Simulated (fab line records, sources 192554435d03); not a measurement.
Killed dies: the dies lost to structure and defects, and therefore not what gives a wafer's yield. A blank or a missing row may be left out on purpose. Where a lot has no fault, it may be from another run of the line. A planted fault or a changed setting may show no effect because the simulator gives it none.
fab line records	flow n5-finfet
[record] lots = 7	wafers = 39
route steps=1938 shown PAD_METAL@1896 PASSIVATION@1897
start-h: hours from the record's first day to the start of the lot's first wafer shown	wait-h: hours from the lot's prior step to this one	" as in the row above	L1.1+2: one row covering several wafers at once	- value missing, or start not given	* or withheld: withheld	< > ~ a bound
route shown NAME@n: NAME is a module with steps in the file, n the number in the route of the first one	usual: average and standard deviation across the fault-free wafers	same: alike in all rows	chamber/n: place in a boat	sites: per-site readings	_std_site: standard deviation of those values	_edge_site: mean of outer sites minus mean of inner sites	radius-mm: how far each site lies from the wafer's centre	mask NAME#n: copy n	behind: the most recent tool/chamber to have shaped the wafer	hold: why the lot went on hold/how many hours it stayed there/how the hold came to an end	device: names the non-switching transistor (n, p or np)	end of line: tests of these same wafers at the route's end	a step with no rows: only its recipe	killed: dies that structure and defects cost at the first sort, which is not the same as the wafer's yield	map: a wafer's dies, marking killed ones x, the rest . and places with no die _
set.NAME: the setting the step ran with; set.NAME@STEP: the setting that earlier step ran with	model.NAME: the simulator's own value behind a step, which no gauge read
one table per step and one row per wafer, for lots whose settings were changed on purpose
[[steps]]
[step N5_PASSIVATION_AL_DEP_21]
[recipe] material = Al	target-thk-a = 28000	temp-c = 400	time-s = 170	power-w = 30000	chamber-pressure-pa = 0.4	gas = Ar
lot.wafer	tool	chamber	start-h	wait-h	set.target-thk-a	model.Al_of_PASSIVATION_AL_DEP_21.thk-nm
L074.1	pvd-sputter-01	-	277.40	0.1	44610	4451
L074.2	"	-	"	"	44610	4459
L074.3	"	-	"	"	28000	2781
L074.4	"	-	"	"	28000	2785
L074.5	"	-	"	"	44610	4456
L074.6	"	-	"	"	28000	2801
L078.1	pvd-sputter-01	-	282.14	0.1	28000	2804
L078.2	"	-	"	"	28000	2803
L078.3	"	-	"	"	28000	2794
L078.4	"	-	"	"	28000	2800
L078.5	"	-	"	"	28000	2807
L078.6	"	-	"	"	28000	2810
L087.1	pvd-sputter-02	-	347.15	0.1	28000	2785
L087.2	"	-	"	"	36950	3687
L087.3	"	-	"	"	28000	2765
L087.4	"	-	"	"	28000	2783
L087.5	"	-	"	"	36950	3667
L087.6	"	-	"	"	36950	3690
L090.1	pvd-sputter-03	-	377.09	0.1	28000	2775
L090.2	"	-	"	"	28000	2804
L090.6	"	-	"	"	28000	2783
L091.1	pvd-sputter-02	-	383.90	0.1	43010	4279
L091.2	"	-	"	"	43010	4263
L091.3	"	-	"	"	28000	2768
L091.4	"	-	"	"	28000	2769
L091.5	"	-	"	"	28000	2778
L091.6	"	-	"	"	43010	4287
L093.1	pvd-sputter-03	-	392.66	0.1	28000	2783
L093.2	"	-	"	"	41800	4150
L093.3	"	-	"	"	28000	2782
L093.4	"	-	"	"	41800	4160
L093.5	"	-	"	"	41800	4162
L093.6	"	-	"	"	28000	2758
L095.1	pvd-sputter-02	-	398.47	0.1	28000	2770
L095.2	"	-	"	"	40680	4046
L095.3	"	-	"	"	28000	2790
L095.4	"	-	"	"	40680	4016
L095.5	"	-	"	"	28000	2771
L095.6	"	-	"	"	40680	4025
[step N5_PASSIVATION_HMDS_23]
[recipe] time-s = 60	temp-c = 120
[step N5_PASSIVATION_COAT_24]
[recipe] spin-rpm = 3000	resist-thk-nm = withheld
[step N5_PASSIVATION_DESCUM_32]
[recipe] chemistry = O2	time-s = 7.9	source-power-w = 50	bias-power-w = 20	pressure-mtorr = 20	rf-frequency-hz = 2.712e+07	temp-c = 40	o2-flow-sccm = 225
[step N5_PASSIVATION_AL_ETCH_33]
[recipe] chemistry = Cl2/BCl3	target-depth-a = 28000	over-etch-frac = 0.15	Cl2_flow_sccm = 180	bcl3-flow-sccm = 60	target = Al	stop-on = TaN	time-s = 466.7	ion-energy-ev = 100	pressure-mtorr = 10	icp-w = 900	bias-w = 100
[step N5_PASSIVATION_ETCH_59]
[recipe] chemistry = Cl2/BCl3	target = TaN	target-depth-a = 650	time-s = 34.9	ion-energy-ev = 100	pressure-mtorr = 10	icp-w = 900	bias-w = 100	Cl2_flow_sccm = 60	bcl3-flow-sccm = 30
[usual] oes-product-au = 0.75/0.1
lot.wafer	tool	chamber	start-h	wait-h	set.target-thk-a@PASSIVATION_AL_DEP_21	oes-product-au
L074.1	rie-metal-01	0	278.57	0.3	44610	0.22
L074.2	"	1	"	"	44610	0.18
L074.3	"	0	"	"	28000	0.80
L074.4	"	1	"	"	28000	0.64
L074.5	"	0	"	"	44610	0.22
L074.6	"	1	"	"	28000	0.65
L078.1	rie-metal-01	1	283.42	0.3	28000	0.65
L078.2	"	0	"	"	28000	0.80
L078.3	"	1	"	"	28000	0.65
L078.4	"	0	"	"	28000	0.80
L078.5	"	0	"	"	28000	0.80
L078.6	"	1	"	"	28000	0.64
L087.1	rie-metal-01	1	348.69	0.3	28000	0.64
L087.2	"	0	"	"	36950	0.21
L087.3	"	1	"	"	28000	0.64
L087.4	"	0	"	"	28000	0.78
L087.5	"	1	"	"	36950	0.17
L087.6	"	0	"	"	36950	0.22
L090.1	rie-metal-03	1	378.26	0.3	28000	0.93
L090.2	"	0	"	"	28000	0.88
L090.6	"	1	"	"	28000	0.94
L091.1	rie-metal-03	1	384.95	0.3	43010	0.25
L091.2	"	0	"	"	43010	0.24
L091.3	"	0	"	"	28000	0.89
L091.4	"	1	"	"	28000	0.93
L091.5	"	0	"	"	28000	0.89
L091.6	"	1	"	"	43010	0.25
L093.1	rie-metal-02	0	393.77	0.3	28000	0.72
L093.2	"	1	"	"	41800	0.19
L093.3	"	0	"	"	28000	0.71
L093.4	"	1	"	"	41800	0.18
L093.5	"	0	"	"	41800	0.20
L093.6	"	1	"	"	28000	0.68
L095.1	rie-metal-02	1	399.86	0.3	28000	0.68
L095.2	"	0	"	"	40680	0.19
L095.3	"	0	"	"	28000	0.71
L095.4	"	1	"	"	40680	0.18
L095.5	"	1	"	"	28000	0.68
L095.6	"	0	"	"	40680	0.20
[step N5_PASSIVATION_DEVELOP_43]
[recipe] develop-time-s = 60	rinse-liquid = diw	dry = air-spin	dev-temp-c = 21
lot.wafer	tool	chamber	start-h	wait-h	set.develop-time-s
L074.1+5+6	litho-track-02	0	-	-	83.74
L074.2+3+4	"	0	"	"	60
L078.1+2+5	litho-track-05	0	-	-	72.82
L078.3+4+6	"	0	"	"	60
L087.1+2+3+4+5+6	litho-track-05	0	-	-	60
L090.1+2+6	litho-track-05	0	-	-	60
L091.1+3+6	litho-track-05	0	-	-	89.67
L091.2+4+5	"	0	"	"	60
L093.1+2+5	litho-track-05	0	-	-	38.32
L093.3+4+6	"	0	"	"	60
L095.1+2+6	litho-track-02	0	-	-	39.53
L095.3+4+5	"	0	"	"	60
[step N5_PASSIVATION_HARDBAKE_45]
[recipe] temp-c = 130	time-s = 120
[step N5_PASSIVATION_CD_MEAS_44]
[recipe] target-cd-nm = 40000	landing-energy-ev = 500	detector = se-inlens
[usual] cd-nm = 39998/2.6
lot.wafer	tool	chamber	start-h	wait-h	set.develop-time-s@PASSIVATION_DEVELOP_43	cd-nm
L074.1	cd-sem-01	0	279.73	-	83.74	40014
L074.2	"	0	"	"	60	39999
L074.3	"	0	"	"	60	40000
L074.4	"	0	"	"	60	39999
L074.5	"	0	"	"	83.74	40012
L074.6	"	0	"	"	83.74	40013
L078.1	cd-sem-01	0	284.72	-	72.82	40003
L078.2	"	0	"	"	72.82	40002
L078.3	"	0	"	"	60	39996
L078.4	"	0	"	"	60	39996
L078.5	"	0	"	"	72.82	40005
L078.6	"	0	"	"	60	39999
L087.1	cd-sem-03	0	349.85	-	60	40003
L087.2	"	0	"	"	60	39999
L087.3	"	0	"	"	60	39998
L087.4	"	0	"	"	60	40000
L087.5	"	0	"	"	60	40000
L087.6	"	0	"	"	60	39999
L090.1	cd-sem-03	0	379.55	-	60	40001
L090.2	"	0	"	"	60	40001
L090.6	"	0	"	"	60	39996
L091.1	cd-sem-03	0	386.11	-	89.67	40011
L091.2	"	0	"	"	60	39994
L091.3	"	0	"	"	89.67	40010
L091.4	"	0	"	"	60	39995
L091.5	"	0	"	"	60	39996
L091.6	"	0	"	"	89.67	40016
L093.1	cd-sem-02	0	395.14	-	38.32	39975
L093.2	"	0	"	"	38.32	39981
L093.3	"	0	"	"	60	39996
L093.4	"	0	"	"	60	39997
L093.5	"	0	"	"	38.32	39976
L093.6	"	0	"	"	60	39995
L095.1	cd-sem-03	0	401.02	-	39.53	39981
L095.2	"	0	"	"	39.53	39982
L095.3	"	0	"	"	60	39997
L095.4	"	0	"	"	60	39998
L095.5	"	0	"	"	60	39997
L095.6	"	0	"	"	39.53	39983
[[key]]
[split] step = N5_PASSIVATION_AL_DEP_21	setting = target-thk-a	stated = 28000	by = wafer
[response] step = N5_PASSIVATION_AL_DEP_21	reading = model.Al_of_PASSIVATION_AL_DEP_21.thk-nm	change = +28	per = 1%	r = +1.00
[response] step = N5_PASSIVATION_ETCH_59	reading = oes-product-au	change = -0.0107	per = 1%	r = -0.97
[split] step = N5_PASSIVATION_DEVELOP_43	setting = develop-time-s	stated = 60	by = wafer
[response] step = N5_PASSIVATION_CD_MEAS_44	reading = cd-nm	change = +0.395	per = 1%	r = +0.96
